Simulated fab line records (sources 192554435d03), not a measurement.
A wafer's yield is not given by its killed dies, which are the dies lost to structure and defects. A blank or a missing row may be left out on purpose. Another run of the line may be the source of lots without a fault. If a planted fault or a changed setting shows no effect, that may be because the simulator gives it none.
Chamber matching :: flow n5Finfet :: N5_FIN_SAQP_SPACER2_ETCHBACK_29 on rieDiel-05: 4 sister chambers
The step etches SiO2 in CHF3/O2, target depth 12.2 nm, time 6.1 s. 7 wafers are shown with their chamber, then 7 later ones without.

## WAFERS WITH THEIR CHAMBER
wafer: L075.1
chamber: 1
drypumpMotorCurrentA (A): 6.0
showerheadPlenumPTorr (Torr): 2.39

wafer: L077.5
chamber: 0
drypumpMotorCurrentA (A): 5.1
showerheadPlenumPTorr (Torr): 2.40

wafer: L077.6
chamber: 3
drypumpMotorCurrentA (A): 5.7
showerheadPlenumPTorr (Torr): 2.40

wafer: L079.2
chamber: 0
drypumpMotorCurrentA (A): 5.1
showerheadPlenumPTorr (Torr): 2.39

wafer: L080.5
chamber: 1
drypumpMotorCurrentA (A): 6.0
showerheadPlenumPTorr (Torr): 2.39

wafer: L081.3
chamber: 2
drypumpMotorCurrentA (A): 5.1
showerheadPlenumPTorr (Torr): 2.32

wafer: L081.5
chamber: 2
drypumpMotorCurrentA (A): 5.2
showerheadPlenumPTorr (Torr): 2.32

## WAFERS MISSING THEIR CHAMBER
wafer: L081.6
drypumpMotorCurrentA (A): 5.7
showerheadPlenumPTorr (Torr): 2.40

wafer: L086.3
drypumpMotorCurrentA (A): 6.0
showerheadPlenumPTorr (Torr): 2.38

wafer: L086.4
drypumpMotorCurrentA (A): 5.7
showerheadPlenumPTorr (Torr): 2.39

wafer: L086.5
drypumpMotorCurrentA (A): 5.1
showerheadPlenumPTorr (Torr): 2.31

wafer: L096.1
drypumpMotorCurrentA (A): 6.0
showerheadPlenumPTorr (Torr): 2.37

wafer: L096.2
drypumpMotorCurrentA (A): 5.7
showerheadPlenumPTorr (Torr): 2.39

wafer: L096.3
drypumpMotorCurrentA (A): 5.1
showerheadPlenumPTorr (Torr): 2.38

## THE CHAMBER EACH PASSED THROUGH
wafer: L081.6
from the rows above: 3
in truth: 3

wafer: L086.3
from the rows above: 1
in truth: 1

wafer: L086.4
from the rows above: 3
in truth: 3

wafer: L086.5
from the rows above: 2
in truth: 2

wafer: L096.1
from the rows above: 1
in truth: 1

wafer: L096.2
from the rows above: 3
in truth: 3

wafer: L096.3
from the rows above: 0
in truth: 0
Correct placement for 7 of the 7. Can't be placed from these rows: 0. Placed wrongly: 0.
How it was worked out, from the rows above alone: a wafer's distance from a chamber is the root of the sum, over the readings, of the square of ((its reading less the chamber's mean) divided by the reading's scatter). If the next closest chamber is less than 2 further off than the closest, the wafer can't be placed; otherwise it belongs to the closest. For every chamber, the mean is computed from those of its wafers that are shown. How the scatter is found: for the shown wafers, subtract from each reading the mean of its chamber, square and add these, divide the total by (wafers less chambers), then take the root.
